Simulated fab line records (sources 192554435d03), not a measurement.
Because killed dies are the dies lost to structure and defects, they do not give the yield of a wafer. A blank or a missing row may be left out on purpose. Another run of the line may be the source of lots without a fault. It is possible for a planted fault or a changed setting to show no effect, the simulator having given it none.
fab line records	flow n5Finfet
record: lots: 14	wafers: 39	lastDay: 18
route steps=1938 shown BEOL_M1@767
lots that met no fault: from a run of the same line without faults
startH: the number of hours between the record's first day and the start of the first shown wafer of the lot	waitH: time in hours since the lot's previous step	" unchanged from the row above	L1.1+2: a row that stands for several wafers	- either no value or no given start	* or withheld: withheld	< > ~ a bound
route shown NAME@n: names a module that has steps shown in the file, with the first one's number in the route	usual: mean and standard deviation over wafers with no fault	same: alike in all rows	chamber/n: place in a boat	sites: the reading at each site	_std_site: the standard deviation of these	_edge_site: inner sites' mean taken away from outer sites' mean	radiusMm: how far each site lies from the wafer's centre	mask NAME#n: copy n	behind: the most recent tool/chamber to have shaped the wafer	hold: cause of the lot's hold/its duration in hours/its outcome	device: the n, p or np transistor that did not switch	end of line: the same wafers' tests at the end of the route	step lacking rows: just its recipe	killed: dies lost to structure and defects at the first sort, not the wafer's yield	map: dies across one wafer; x = killed, . = not, _ = none there
set.NAME: the setting that was run; set.NAME@STEP: the one run at that earlier step	model.NAME: the simulator's own value behind a step, which no gauge read
the route's steps for a sample of lots (tables are steps, rows are wafers)
services: the hour from which a tool's chamber was out of use, counted from the record's first day as startH (under 0 if before that day), plus the number of hours and why
== steps ==
step: N5_BEOL_M1_DESCUM_16
recipe: chemistry: O2	timeS: 7	sourcePowerW: 50	biasPowerW: 20	pressureMtorr: 20	rfFrequencyHz: 2.712e+07	tempC: 40	resist: CAR-EUV	o2FlowSccm: 225
usual: drypumpMotorCurrentA: 5.4/0.42	oesProductAu: 0.81/0.094	rfVppV: 243.0/1.3	showerheadPlenumPTorr: 2.09/0.058	throttleValvePct: 20.5/0.31
lot.wafer	tool	chamber	startH	waitH	drypumpMotorCurrentA	oesProductAu	rfHoursCounterH	rfVppV	showerheadPlenumPTorr	throttleValvePct
L425.1	rieDiel-05	0	125.94	0.0	5.1	0.79	108	241.0	2.02	20.7
L425.2	"	2	"	"	5.8	0.88	47	244.6	2.12	20.3
L425.3	"	3	"	"	5.7	0.68	207	242.7	2.14	20.4
L427.1	rieDiel-04	3	132.91	0.0	4.8	0.67	258	241.1	2.06	20.4
L427.4	"	1	"	"	5.4	0.73	-	243.3	2.09	20.8
L427.6	"	3	"	"	4.8	0.66	-	242.5	2.06	20.4
L428.2	rieDiel-04	1	141.80	0.0	5.4	0.73	171	243.2	2.09	20.8
L428.4	"	0	"	"	5.6	0.99	-	242.7	2.06	20.6
L428.6	"	3	"	"	4.8	0.66	-	241.8	2.06	20.4
L429.1	rieDiel-06	2	145.83	0.1	5.6	0.78	116	240.9	2.01	20.7
L429.3	"	1	"	"	6.3	0.91	14	245.4	2.21	20.1
L429.4	"	3	"	"	4.8	0.89	27	242.7	2.02	19.9
L430.2	rieDiel-05	2	153.07	0.0	5.8	0.85	55	244.0	2.12	20.3
L430.3	"	1	"	"	5.8	0.83	86	244.2	2.12	20.5
L430.6	"	2	"	"	5.8	0.86	-	242.4	2.12	20.3
L431.1	rieDiel-05	3	153.31	0.0	5.7	0.67	215	243.3	2.14	20.4
L431.3	"	1	"	"	5.8	0.83	86	243.0	2.12	20.5
L431.6	"	0	"	"	5.1	0.78	-	242.6	2.02	20.7
L432.4	rieDiel-06	0	163.49	0.3	5.0	0.70	-	241.5	2.11	21.0
L432.5	"	3	"	"	4.8	0.89	-	242.3	2.01	19.9
L433.1	rieDiel-05	0	172.34	0.0	5.2	0.78	121	242.6	2.02	20.7
L433.5	"	0	"	"	5.1	0.77	-	243.0	2.02	20.7
L435.1	rieDiel-04	1	179.22	0.2	5.4	0.71	186	243.9	2.08	20.8
L435.3	"	0	"	"	5.6	0.93	16	242.6	2.05	20.6
L435.4	"	3	"	"	4.8	1.00	1	242.9	2.06	20.0
L437.1	rieDiel-04	2	199.52	0.0	5.2	0.88	39	244.3	2.15	20.5
L437.5	"	0	"	"	5.6	0.92	-	242.9	2.05	20.6
L442.1	rieDiel-05	3	228.64	0.0	5.6	0.67	230	242.7	2.13	20.4
L442.5	"	0	"	"	5.2	0.76	-	242.2	2.01	20.7
L442.6	"	3	"	"	5.6	0.67	-	244.0	2.13	20.4
L443.1	rieDiel-05	1	232.57	0.0	5.8	0.80	107	243.0	2.11	20.5
L443.3	"	2	"	"	5.8	0.82	75	243.8	2.11	20.3
L443.4	"	0	"	"	5.1	0.75	137	241.4	2.01	20.7
L447.1	rieDiel-06	3	253.43	0.0	4.8	0.84	57	244.1	2.01	19.9
L447.5	"	3	"	"	4.8	0.85	-	240.8	2.00	19.9
L447.6	"	2	"	"	5.6	0.75	-	241.7	2.00	20.7
L448.4	rieDiel-04	3	261.40	0.0	4.8	0.93	25	243.1	2.05	20.1
L448.5	"	0	"	"	5.6	0.89	-	241.9	2.04	20.6
L448.6	"	1	"	"	5.4	0.69	-	242.3	2.07	20.9
step: N5_BEOL_M1_ETCH_63
recipe: chemistry: CF4	target: SiARC	targetDepthA: 156	maskMaterial: CAR-EUV	timeS: 26	ionEnergyEv: 80	pressureMtorr: 40	sourceW: 545	biasW: 36	Ar_flow_sccm: 100	cf4FlowSccm: 100	ends: cleared
usual: drypumpMotorCurrentA: 5.4/0.42	etchRfOnTimeS: 26.4/0.76	oesProductAu: 0.69/0.075	rfVppV: 184.1/1.1	showerheadPlenumPTorr: 2.13/0.055	throttleValvePct: 15.63/0.25
lot.wafer	tool	chamber	startH	waitH	drypumpMotorCurrentA	etchRfOnTimeS	oesProductAu	rfHoursCounterH	rfVppV	showerheadPlenumPTorr	throttleValvePct
L425.1	rieDiel-05	0	126.00	0.0	5.1	26.4	0.67	108	183.0	2.07	15.73
L425.2	"	2	"	"	5.8	25.6	0.74	47	184.1	2.16	15.38
L425.3	"	3	"	"	5.7	26.4	0.59	207	185.0	2.22	15.77
L427.1	rieDiel-04	3	132.96	0.0	4.8	26.2	0.57	258	184.7	2.13	15.73
L427.4	"	1	"	"	5.3	26.3	0.63	-	184.1	2.13	15.89
L427.6	"	3	"	"	4.8	26.5	0.57	-	183.1	2.13	15.73
L428.2	rieDiel-04	1	141.85	0.0	5.4	25.8	0.63	171	184.3	2.13	15.90
L428.4	"	0	"	"	5.6	26.1	0.84	-	184.2	2.10	15.60
L428.6	"	3	"	"	4.8	25.9	0.57	-	182.7	2.12	15.76
L429.1	rieDiel-06	2	145.88	0.0	5.6	27.1	0.65	116	184.4	2.09	15.95
L429.3	"	1	"	"	6.3	27.2	0.77	14	185.7	2.27	15.41
L429.4	"	3	"	"	4.8	26.9	0.75	27	183.4	2.09	15.16
L430.2	rieDiel-05	2	153.12	0.0	5.8	25.6	0.73	55	185.1	2.15	15.40
L430.3	"	1	"	"	5.8	25.2	0.72	86	185.4	2.15	15.54
L430.6	"	2	"	"	5.8	25.4	0.74	-	182.5	2.15	15.40
L431.1	rieDiel-05	3	153.36	0.0	5.7	26.2	0.59	215	185.2	2.22	15.78
L431.3	"	1	"	"	5.8	25.1	0.72	86	184.2	2.15	15.52
L431.6	"	0	"	"	5.1	26.3	0.66	-	184.1	2.07	15.75
L432.4	rieDiel-06	0	163.54	0.0	5.0	27.0	0.59	-	184.4	2.11	15.95
L432.5	"	3	"	"	4.8	27.1	0.74	-	182.4	2.09	15.17
L433.1	rieDiel-05	0	172.40	0.0	5.1	26.4	0.66	121	183.5	2.06	15.75
L433.5	"	0	"	"	5.1	26.5	0.65	-	182.1	2.06	15.76
L435.1	rieDiel-04	1	179.27	0.0	5.4	26.3	0.61	186	183.2	2.12	15.94
L435.3	"	0	"	"	5.6	26.1	0.79	16	184.1	2.09	15.66
L435.4	"	3	"	"	4.8	25.2	0.86	1	184.7	2.12	15.22
L437.1	rieDiel-04	2	199.57	0.0	5.2	27.5	0.73	39	184.7	2.16	15.44
L437.5	"	0	"	"	5.6	26.3	0.77	-	183.5	2.09	15.66
L442.1	rieDiel-05	3	228.69	0.0	5.7	26.6	0.57	230	184.6	2.21	15.81
L442.5	"	0	"	"	5.1	26.8	0.65	-	183.2	2.06	15.78
L442.6	"	3	"	"	5.7	26.5	0.58	-	182.9	2.21	15.81
L443.1	rieDiel-05	1	232.62	0.0	5.7	25.0	0.70	107	183.7	2.14	15.56
L443.3	"	2	"	"	5.8	25.1	0.72	75	184.6	2.15	15.44
L443.4	"	0	"	"	5.1	26.7	0.64	137	183.3	2.06	15.79
L447.1	rieDiel-06	3	253.48	0.0	4.8	26.7	0.71	57	183.7	2.08	15.24
L447.5	"	3	"	"	4.8	26.7	0.71	-	182.3	2.08	15.22
L447.6	"	2	"	"	5.6	27.1	0.64	-	183.3	2.08	15.98
L448.4	rieDiel-04	3	261.45	0.0	4.8	25.2	0.80	25	185.8	2.12	15.28
L448.5	"	0	"	"	5.6	26.3	0.73	-	182.8	2.08	15.70
L448.6	"	1	"	"	5.4	26.1	0.60	-	185.4	2.11	15.99
step: N5_BEOL_M1_EXPOSE_25
recipe: maskId: V0	na: 0.33	sourceShape: quasar	sigmaInner: 0.2	sigmaOuter: 0.8	polarization: unpolarized	defocusNm: 5	targetCdNm: 24	doseMj: 63
usual: dipoleOpeningDeg: 30/0	exposureDoseMJCm2: 63.00/0.064
lot.wafer	tool	chamber	startH	waitH	mask	dipoleOpeningDeg	exposureDoseMJCm2
L425.1	euvScanner-02	0	126.55	-	V0#0	30	63.03
L425.2	"	0	"	"	V0#0	30	62.88
L425.3	"	0	"	"	V0#0	30	63.01
L427.1	euvScanner-01	0	133.65	-	V0#0	30	63.00
L427.4	"	0	"	"	V0#0	30	63.04
L427.6	"	0	"	"	V0#0	30	62.98
L428.2	euvScanner-01	0	142.43	-	V0#0	30	62.97
L428.4	"	0	"	"	V0#0	30	63.12
L428.6	"	0	"	"	V0#0	30	62.94
L429.1	euvScanner-02	0	146.64	-	V0#0	30	63.04
L429.3	"	0	"	"	V0#0	30	63.08
L429.4	"	0	"	"	V0#0	30	63.06
L430.2	euvScanner-01	0	153.90	-	V0#0	30	62.93
L430.3	"	0	"	"	V0#0	30	63.04
L430.6	"	0	"	"	V0#0	30	62.95
L431.1	euvScanner-02	0	154.10	-	V0#0	30	63.02
L431.3	"	0	"	"	V0#0	30	62.93
L431.6	"	0	"	"	V0#0	30	62.93
L432.4	euvScanner-02	0	164.11	-	V0#0	30	63.05
L432.5	"	0	"	"	V0#0	30	63.03
L433.1	euvScanner-01	0	173.07	-	V0#0	30	62.99
L433.5	"	0	"	"	V0#0	30	62.98
L435.1	euvScanner-02	0	179.94	-	V0#0	30	63.09
L435.3	"	0	"	"	V0#0	30	63.01
L435.4	"	0	"	"	V0#0	30	62.91
L437.1	euvScanner-02	0	200.31	-	V0#0	30	63.09
L437.5	"	0	"	"	V0#0	30	63.14
L442.1	euvScanner-02	-	229.45	-	V0#0	-	-
L442.5	"	-	"	"	V0#0	-	-
L442.6	"	-	"	"	V0#0	-	-
L443.1	euvScanner-02	-	233.22	-	V0#0	-	-
L443.3	"	-	"	"	V0#0	-	-
L443.4	"	-	"	"	V0#0	-	-
L447.1	euvScanner-02	0	254.03	-	V0#0	30	62.96
L447.5	"	0	"	"	V0#0	30	63.02
L447.6	"	0	"	"	V0#0	30	62.94
L448.4	euvScanner-01	0	262.24	-	V0#0	30	63.00
L448.5	"	0	"	"	V0#0	30	63.08
L448.6	"	0	"	"	V0#0	30	63.11
step: N5_BEOL_M1_ETCHBACK_99
recipe: chemistry: CHF3	target: SiO2	targetDepthA: 50	timeS: 10.4	sourceW: 215	biasW: 47	Ar_flow_sccm: 200	CHF3_flow_sccm: 12	ionEnergyEv: 100	pressureMtorr: 30
usual: drypumpMotorCurrentA: 5.5/0.41	oesProductAu: 0.80/0.086	rfVppV: 242/6.4	showerheadPlenumPTorr: 2.15/0.067	throttleValvePct: 17.13/0.25
lot.wafer	tool	chamber	startH	waitH	drypumpMotorCurrentA	oesProductAu	rfHoursCounterH	rfVppV	showerheadPlenumPTorr	throttleValvePct
L425.1	rieDiel-06	1	131.35	3.6	6.3	0.92	9	246	2.28	16.82
L425.2	"	0	"	"	5.0	0.71	207	241	2.12	17.37
L425.3	"	2	"	"	5.6	0.78	111	246	2.09	17.37
L427.1	rieDiel-05	3	134.58	0.5	5.7	0.68	210	250	2.25	17.34
L427.4	"	0	"	"	5.2	0.78	110	245	2.07	17.20
L427.6	"	1	"	"	5.8	0.82	-	232	2.15	16.93
L428.2	rieDiel-05	3	144.86	1.9	5.6	0.69	212	251	2.25	17.36
L428.4	"	2	"	"	5.8	0.85	51	234	2.17	16.85
L428.6	"	3	"	"	5.6	0.69	-	249	2.25	17.35
L429.1	rieDiel-06	3	148.48	1.2	4.8	0.88	28	231	2.10	16.69
L429.3	"	2	"	"	5.6	0.78	117	248	2.09	17.39
L429.4	"	1	"	"	6.3	0.90	14	246	2.28	16.81
L430.2	rieDiel-04	1	157.42	2.8	5.3	0.73	178	241	2.14	17.41
L430.3	"	0	"	"	5.6	0.95	7	240	2.09	17.03
L430.6	"	2	"	"	5.2	0.90	-	249	2.21	17.05
L431.1	rieDiel-04	2	162.54	7.8	5.2	0.88	28	250	2.20	17.06
L431.3	"	1	"	"	5.4	0.72	180	242	2.14	17.42
L431.6	"	1	"	"	5.4	0.72	-	242	2.14	17.40
L432.4	rieDiel-06	2	167.38	2.8	5.6	0.76	121	247	2.09	17.38
L432.5	"	0	"	"	5.0	0.69	-	241	2.12	17.40
L433.1	rieDiel-04	2	174.50	1.0	5.2	0.88	32	250	2.20	17.06
L433.5	"	1	"	"	5.4	0.73	-	242	2.14	17.42
L435.1	rieDiel-06	0	183.76	3.4	4.9	0.69	223	241	2.12	17.41
L435.3	"	1	"	"	6.3	0.88	26	246	2.27	16.82
L435.4	"	2	"	"	5.6	0.76	125	245	2.09	17.39
L437.1	rieDiel-05	1	202.48	0.5	5.8	0.82	100	232	2.15	16.98
L437.5	"	2	"	"	5.8	0.82	-	233	2.16	16.90
L442.1	rieDiel-04	1	230.78	0.8	5.4	0.70	201	241	2.13	17.45
L442.5	"	3	"	"	4.8	0.95	-	237	2.13	16.77
L442.6	"	0	"	"	5.6	0.89	-	240	2.08	17.09
L443.1	rieDiel-06	1	234.19	0.5	6.3	0.85	43	245	2.27	16.89
L443.3	"	2	"	"	5.7	0.75	141	247	2.08	17.42
L443.4	"	3	"	"	4.8	0.84	51	232	2.09	16.73
L447.1	rieDiel-05	1	257.48	3.0	5.8	0.80	115	229	2.14	17.02
L447.5	"	0	"	"	5.1	0.74	-	245	2.06	17.25
L447.6	"	3	"	"	5.6	0.67	-	251	2.24	17.43
L448.4	rieDiel-04	2	265.93	3.3	5.2	0.83	59	248	2.19	17.11
L448.5	"	0	"	"	5.6	0.87	-	240	2.08	17.09
L448.6	"	3	"	"	4.8	0.92	-	235	2.13	16.77
== services ==
tool	chamber	startH	hours	kind
euvScanner-02	-	112.50	1.0	pm
rieDiel-04	0	121.04	-	clean
rieDiel-04	0	121.04	-	consumableReplace:focusRing
rieDiel-04	0	121.04	17.3	scheduledDown
rieDiel-06	3	129.28	3.8	repair
rieDiel-04	2	140.35	6.3	repair
euvScanner-01	-	140.85	1.0	pm
rieDiel-04	3	142.94	15.3	repair
euvScanner-02	-	143.88	0.5	repair
euvScanner-01	-	150.98	1.4	repair
rieDiel-06	3	153.13	9.8	repair
rieDiel-06	2	156.30	7.3	repair
rieDiel-05	3	159.35	16.8	repair
rieDiel-05	0	165.72	3.0	repair
euvScanner-02	-	168.65	1.0	pm
euvScanner-01	-	174.22	1.9	repair
euvScanner-02	-	183.38	4.6	pm
euvScanner-01	-	197.00	1.0	pm
rieDiel-05	-	199.23	2.8	pm
euvScanner-02	-	224.80	1.0	pm
euvScanner-01	-	230.77	4.6	pm
euvScanner-02	-	241.45	0.2	repair
euvScanner-01	-	251.16	1.1	repair
euvScanner-01	-	253.15	1.0	pm
== key ==
firstSign: step: N5_BEOL_M1_EXPOSE_25	reading: toolRecord	direction: missing
effect none on later readings
metAt N5_BEOL_M1_EXPOSE_25
struckLots L442,L443
laterRowsLeftOut L442.1,L442.5,L442.6,L443.1,L443.3,L443.4
sortLeftOut L442.1,L442.5,L442.6,L443.1,L443.3,L443.4
notActingAt N5_BEOL_M1_DESCUM_16,N5_BEOL_M1_ETCH_63,N5_BEOL_M1_ETCHBACK_99
onsetBetween 200.31 229.45
fault: kind: skippedStepWhole	tool: euvScanner-02	chamber: -	onsetH: 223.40	steps: N5_BEOL_M1_EXPOSE_25	scope: struckLotsOnly
sortLeftOut: the simulated sort isn't trusted on such a fault, so these wafers' sort isn't shown, and their yield isn't known
laterRowsLeftOut: the simulator's readings of these wafers behind a module that went badly wrong aren't trusted and aren't shown, but for the sort
